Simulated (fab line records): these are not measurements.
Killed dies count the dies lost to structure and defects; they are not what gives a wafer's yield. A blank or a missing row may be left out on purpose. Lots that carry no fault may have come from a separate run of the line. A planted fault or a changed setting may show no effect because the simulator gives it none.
Comparing a struck lot with a sound one | flow n5-finfet | 16 out of 1938 route steps
Sound: these wafers, L747.1, L747.3, L747.5. Wafers struck: L758.2, L758.4, L758.5. The cause comes at the end.
At each step with rows: each side's tool, then ch and its chambers, then its first start. Under that, the readings that differ: sound wafers | struck wafers | difference of the means | sigmas: that difference in standard deviations of wafers without a fault.
alike: readings with means less than 2 such deviations apart, plus words and numbers identical on both sides. not compared: withheld readings, readings lacking a value on some wafer, bounds such as >300 that could conceal the same value, and numbers that have no deviation in the record and whose values overlap.
Wherever a step has rows on one side only, a row that says differs or no value, or a row with sigmas, the two part there. When numbers do not overlap yet have no deviation, they are printed without sigmas and do not part them. A reading missing from all wafers of one side parts the sides only when that side holds two or more wafers.

first, 1 step without rows for these wafers: N5_BEOL_M1_PRE_CLEAN_45 (time 30 s).
N5_BEOL_M1_ALD_84: deposits TaN, pulse time 2 s, purge time 3 s, co reactant purge time 2 s.
  sound on ald-metal-02 ch 0,1,2, day 7 05:41; struck on ald-metal-03 ch 1,3, day 9 15:29
  alike: heater-power-w
then, 3 steps without rows for these wafers: N5_BEOL_M1_SURFACE_TREAT_85; N5_BEOL_M1_CVD_47 (deposits Co from CCTBA/H2, target thk 3 nm, time 223.8 s); N5_BEOL_M1_SPUTTER_48 (material Cu, target thk 4.5 nm, time 8.29 s).
N5_BEOL_M1_ANNEAL_49: time 240 s.
  sound on pvd-sputter-01, day 7 06:14; struck on pvd-sputter-01, day 9 16:06
  alike: heater-power-w
N5_BEOL_M1_SPUTTER_79: material Cu, target thk 4.5 nm, time 8.29 s.
  sound on pvd-sputter-01, day 7 06:23; struck on pvd-sputter-01, day 9 16:14
  alike: chamber-pressure-pa, chuck-gas-flow-sccm, throttle-valve-pct
then, 4 steps without rows for these wafers: N5_BEOL_M1_ANNEAL_80 (time 240 s); N5_BEOL_M1_SPUTTER_81 (material Cu, target thk 4.5 nm, time 8.29 s); N5_BEOL_M1_ANNEAL_82 (time 240 s); N5_BEOL_M1_SPUTTER_86 (material Cu, target thk 4.5 nm, time 8.29 s).
N5_BEOL_M1_ANNEAL_87: time 240 s.
  sound on pvd-sputter-01, day 7 06:54; struck on pvd-sputter-01, day 9 16:46
  alike: heater-power-w
N5_BEOL_M1_SPUTTER_88: material Cu, target thk 4.5 nm, time 8.29 s.
  sound on pvd-sputter-01, day 7 07:02; struck on pvd-sputter-01, day 9 16:54
  no value came back on the struck wafers for chamber-pressure-pa (Pa), chuck-gas-flow-sccm (sccm), throttle-valve-pct (%); on the sound wafers chamber-pressure-pa (Pa) reads 0.0696 0.07017 0.06988
N5_BEOL_M1_ANNEAL_89: time 240 s.
  sound on pvd-sputter-01, day 7 07:07; struck on pvd-sputter-01, day 9 16:59
  alike: heater-power-w
-- a jump in the record: the struck wafers' starts before and after are 2 days apart (it breaks off in module BEOL_M1 and resumes in module BEOL_M4, where the first step shown is number 1111 of the route) --
N5_BEOL_M4_RC_MEAS_101:
  sound on prober-02 ch 0, day 9 01:32; struck on prober-02 ch 0, day 11 19:14
  reading       | sound          | struck         | difference | sigmas
  DIBL_N (mV/V) | 35.8 33.9 34.7 | 38.6 37.9 40.2 | +4.1       | +2
  DIBL_P (mV/V) | 37.5 34.4 35.0 | 41.3 39.6 42.5 | +5.5       | +3
  alike: IOFF_N, IOFF_P, ION_N, ION_P, SS_N, SS_P, VT_N, VT_P
-- here the record skips 4 days between the struck wafers' starts before and after, leaving off in module BEOL_M4 and picking up in module PASSIVATION (first step shown: number 1936 of the route) --
N5_PASSIVATION_PROBE_49:
  sound on prober-02, day 13 13:54; struck on prober-02, day 16 00:32
  reading                  | sound          | struck         | difference | sigmas
  defect-limited-yield (%) | 92.9 91.3 92.6 | 89.2 87.0 90.3 | -3.4       | -2
  killed_at_M0_to_M3       | 15 27 23       | 53 78 45       | +37        | +4
  killed-dies              | 84 103 87      | 128 153 114    | +40        | +2
  killed-open              | 52 60 52       | 86 101 72      | +32        | +2
  sort_bin_4_leakage (%)   | 0 0 0          | 0 0 0.08       | +0         | +3
  sort_bin_5_function (%)  | 4.8 4.7 4.6    | 6.9 7.4 5.8    | +2.0       | +2
  sort-n-pass              | 1096 1077 1093 | 1052 1027 1065 | -41        | -2
  sort-yield-pct (%)       | 92.9 91.3 92.6 | 89.2 87.0 90.3 | -3.4       | -2
  alike: killed_at_M4_up, killed-at-contacts, killed-at-front-end, killed-at-other, killed-short, sort_bin_6_memory

== WHERE THEY PART ==
First at N5_BEOL_M1_SPUTTER_88; last, within this record, at N5_PASSIVATION_PROBE_49.

WHY: what had been put in by the simulator
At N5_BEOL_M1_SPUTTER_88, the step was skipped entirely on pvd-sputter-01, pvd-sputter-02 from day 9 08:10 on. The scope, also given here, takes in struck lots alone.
